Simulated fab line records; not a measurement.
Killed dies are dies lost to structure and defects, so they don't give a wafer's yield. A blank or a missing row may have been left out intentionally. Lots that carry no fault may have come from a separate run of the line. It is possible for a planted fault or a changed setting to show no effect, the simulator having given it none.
Split-lot experiment / flow n5 finfet / 39 wafers read from 7 lots, route of 1938 steps

== THE SPLIT ==
At N5_BEOL_M0_SAQP_ETCH_107 (etches SiNx in CH3F/O2, target depth 30 nm), the setting target depth a was moved away from the recipe's 300 angstrom on 9 of the 39 wafers read, by -23.2% to +59.2%. The other wafers ran this setting at the recipe's value.

Reading taken at the split's own step.

== THE READING ==
BEOL_M0_SAQP.feature depth nm (the simulator's own value, which no gauge read), in nm, at N5_BEOL_M0_SAQP_ETCH_107 (etches SiNx in CH3F/O2, target depth 30 nm). There is no usual value for it anywhere in the file. Across the 30 wafers here that went through the recipe, the average is 29.8 nm and the standard deviation 0.58 nm.

wafer=L076.1; tool, chamber at the split=rie diel-01, 2; target depth a as run, angstrom=230.3; against the recipe=-23.2%; BEOL_M0_SAQP.feature depth nm, nm=22.4; against lot-mates on the recipe=-7.3
wafer=L076.2; tool, chamber at the split=rie diel-01, 1,3; target depth a as run, angstrom=300; against the recipe=recipe; BEOL_M0_SAQP.feature depth nm, nm=29.6; against lot-mates on the recipe=-
wafer=L076.4; tool, chamber at the split=rie diel-01, 1,3; target depth a as run, angstrom=300; against the recipe=recipe; BEOL_M0_SAQP.feature depth nm, nm=29.6; against lot-mates on the recipe=-
wafer=L076.3; tool, chamber at the split=rie diel-01, 0; target depth a as run, angstrom=300; against the recipe=recipe; BEOL_M0_SAQP.feature depth nm, nm=29.8; against lot-mates on the recipe=-
wafer=L076.5; tool, chamber at the split=rie diel-01, 1; target depth a as run, angstrom=230.3; against the recipe=-23.2%; BEOL_M0_SAQP.feature depth nm, nm=22.8; against lot-mates on the recipe=-6.9
wafer=L076.6; tool, chamber at the split=rie diel-01, 0; target depth a as run, angstrom=230.3; against the recipe=-23.2%; BEOL_M0_SAQP.feature depth nm, nm=23; against lot-mates on the recipe=-6.7
wafer=L078.1; tool, chamber at the split=rie diel-05, 0; target depth a as run, angstrom=300; against the recipe=recipe; BEOL_M0_SAQP.feature depth nm, nm=30; against lot-mates on the recipe=-
wafer=L078.2; tool, chamber at the split=rie diel-05, 2; target depth a as run, angstrom=300; against the recipe=recipe; BEOL_M0_SAQP.feature depth nm, nm=30.4; against lot-mates on the recipe=-
wafer=L078.3; tool, chamber at the split=rie diel-05, 3; target depth a as run, angstrom=428.5; against the recipe=+42.8%; BEOL_M0_SAQP.feature depth nm, nm=43.2; against lot-mates on the recipe=+13.3
wafer=L078.4; tool, chamber at the split=rie diel-05, 1; target depth a as run, angstrom=300; against the recipe=recipe; BEOL_M0_SAQP.feature depth nm, nm=29.4; against lot-mates on the recipe=-
wafer=L078.5; tool, chamber at the split=rie diel-05, 3,2; target depth a as run, angstrom=428.5; against the recipe=+42.8%; BEOL_M0_SAQP.feature depth nm, nm=43; against lot-mates on the recipe=+13.1
wafer=L078.6; tool, chamber at the split=rie diel-05, 3,2; target depth a as run, angstrom=428.5; against the recipe=+42.8%; BEOL_M0_SAQP.feature depth nm, nm=43; against lot-mates on the recipe=+13.1
wafer=L086.3; tool, chamber at the split=rie diel-01, 1; target depth a as run, angstrom=300; against the recipe=recipe; BEOL_M0_SAQP.feature depth nm, nm=29.8; against lot-mates on the recipe=-
wafer=L086.4; tool, chamber at the split=rie diel-01, 0; target depth a as run, angstrom=300; against the recipe=recipe; BEOL_M0_SAQP.feature depth nm, nm=29.4; against lot-mates on the recipe=-
wafer=L086.5; tool, chamber at the split=rie diel-01, 2; target depth a as run, angstrom=300; against the recipe=recipe; BEOL_M0_SAQP.feature depth nm, nm=29.2; against lot-mates on the recipe=-
wafer=L090.1; tool, chamber at the split=rie diel-01, 3; target depth a as run, angstrom=477.6; against the recipe=+59.2%; BEOL_M0_SAQP.feature depth nm, nm=50; against lot-mates on the recipe=+20.5
wafer=L090.2; tool, chamber at the split=rie diel-01, 1; target depth a as run, angstrom=300; against the recipe=recipe; BEOL_M0_SAQP.feature depth nm, nm=29.8; against lot-mates on the recipe=-
wafer=L090.3; tool, chamber at the split=rie diel-01, 2; target depth a as run, angstrom=300; against the recipe=recipe; BEOL_M0_SAQP.feature depth nm, nm=29.2; against lot-mates on the recipe=-
wafer=L090.4; tool, chamber at the split=rie diel-01, 0; target depth a as run, angstrom=477.6; against the recipe=+59.2%; BEOL_M0_SAQP.feature depth nm, nm=47.6; against lot-mates on the recipe=+18.1
wafer=L090.5; tool, chamber at the split=rie diel-01, 2; target depth a as run, angstrom=300; against the recipe=recipe; BEOL_M0_SAQP.feature depth nm, nm=29.4; against lot-mates on the recipe=-
wafer=L090.6; tool, chamber at the split=rie diel-01, 3; target depth a as run, angstrom=477.6; against the recipe=+59.2%; BEOL_M0_SAQP.feature depth nm, nm=50.2; against lot-mates on the recipe=+20.7
wafer=L093.1; tool, chamber at the split=rie diel-01, 1; target depth a as run, angstrom=300; against the recipe=recipe; BEOL_M0_SAQP.feature depth nm, nm=29.8; against lot-mates on the recipe=-
wafer=L093.2; tool, chamber at the split=rie diel-01, 0; target depth a as run, angstrom=300; against the recipe=recipe; BEOL_M0_SAQP.feature depth nm, nm=30.2; against lot-mates on the recipe=-
wafer=L093.3; tool, chamber at the split=rie diel-01, 2; target depth a as run, angstrom=300; against the recipe=recipe; BEOL_M0_SAQP.feature depth nm, nm=29.2; against lot-mates on the recipe=-
wafer=L093.4; tool, chamber at the split=rie diel-01, 3; target depth a as run, angstrom=300; against the recipe=recipe; BEOL_M0_SAQP.feature depth nm, nm=31.2; against lot-mates on the recipe=-
wafer=L093.5; tool, chamber at the split=rie diel-01, 3; target depth a as run, angstrom=300; against the recipe=recipe; BEOL_M0_SAQP.feature depth nm, nm=31.4; against lot-mates on the recipe=-
wafer=L093.6; tool, chamber at the split=rie diel-01, 2; target depth a as run, angstrom=300; against the recipe=recipe; BEOL_M0_SAQP.feature depth nm, nm=29.4; against lot-mates on the recipe=-
wafer=L095.1; tool, chamber at the split=rie diel-01, 0; target depth a as run, angstrom=300; against the recipe=recipe; BEOL_M0_SAQP.feature depth nm, nm=30; against lot-mates on the recipe=-
wafer=L095.2; tool, chamber at the split=rie diel-01, 2; target depth a as run, angstrom=300; against the recipe=recipe; BEOL_M0_SAQP.feature depth nm, nm=29.2; against lot-mates on the recipe=-
wafer=L095.3; tool, chamber at the split=rie diel-01, 3; target depth a as run, angstrom=300; against the recipe=recipe; BEOL_M0_SAQP.feature depth nm, nm=31.2; against lot-mates on the recipe=-
wafer=L095.4; tool, chamber at the split=rie diel-01, 1; target depth a as run, angstrom=300; against the recipe=recipe; BEOL_M0_SAQP.feature depth nm, nm=29.8; against lot-mates on the recipe=-
wafer=L095.5; tool, chamber at the split=rie diel-01, 1; target depth a as run, angstrom=300; against the recipe=recipe; BEOL_M0_SAQP.feature depth nm, nm=29.8; against lot-mates on the recipe=-
wafer=L095.6; tool, chamber at the split=rie diel-01, 2; target depth a as run, angstrom=300; against the recipe=recipe; BEOL_M0_SAQP.feature depth nm, nm=29.4; against lot-mates on the recipe=-
wafer=L097.1; tool, chamber at the split=rie diel-05, 1; target depth a as run, angstrom=300; against the recipe=recipe; BEOL_M0_SAQP.feature depth nm, nm=30.2; against lot-mates on the recipe=-
wafer=L097.5; tool, chamber at the split=rie diel-05, 1; target depth a as run, angstrom=300; against the recipe=recipe; BEOL_M0_SAQP.feature depth nm, nm=30.2; against lot-mates on the recipe=-
wafer=L097.2; tool, chamber at the split=rie diel-05, 0; target depth a as run, angstrom=300; against the recipe=recipe; BEOL_M0_SAQP.feature depth nm, nm=29.6; against lot-mates on the recipe=-
wafer=L097.6; tool, chamber at the split=rie diel-05, 0; target depth a as run, angstrom=300; against the recipe=recipe; BEOL_M0_SAQP.feature depth nm, nm=29.6; against lot-mates on the recipe=-
wafer=L097.3; tool, chamber at the split=rie diel-05, 2; target depth a as run, angstrom=300; against the recipe=recipe; BEOL_M0_SAQP.feature depth nm, nm=29.4; against lot-mates on the recipe=-
wafer=L097.4; tool, chamber at the split=rie diel-05, 2; target depth a as run, angstrom=300; against the recipe=recipe; BEOL_M0_SAQP.feature depth nm, nm=29.4; against lot-mates on the recipe=-
If several chambers appear in one row, that row covers several wafers at once and the file leaves open which wafer was in which chamber.

FIT RESULTS
A straight line over all 39 wafers: BEOL_M0_SAQP.feature depth nm changes by +0.32 nm for each +1% of target depth a; r = +1.00; the points scatter about the line by 0.66 nm.
The same after taking each lot's own level away (the mean of its wafers on the recipe; 39 wafers): +0.322 nm for each +1%; r = +1.00; scatter 0.67 nm.
According to that fit, moving target depth a by its largest amount changes the reading by 19 nm.
Measured against the standard deviation above, the lots' own levels, which go from 29.47 to 30.20 nm, span 1.3 times it.
So the lot-to-lot level changes the slope little: the two slopes agree.
Check: for one of the wafers moved furthest among these (+59.2%), held out of the fit, the line's prediction against its lot-mates is +18.7 nm. It came out at +20.5 nm against them.

== OTHER SPLITS ON THESE WAFERS ==
These wafers also went through other splits before the reading. Each is held against what the fit with the lots' levels taken away leaves over:
other split on the same wafers=N5_FIN_SAQP_HM_DEP_03 time s; wafers away from the commonest value=18; r with BEOL_M0_SAQP.feature depth nm (lot level and that fit taken away)=-0.13
other split on the same wafers=N5_SD_EPI_P_DESCUM_14 time s; wafers away from the commonest value=15; r with BEOL_M0_SAQP.feature depth nm (lot level and that fit taken away)=+0.27

== FILE'S OWN FIT ==
BEOL_M0_SAQP.feature depth nm changes by +0.322 nm for each +1% of target depth a, r = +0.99.
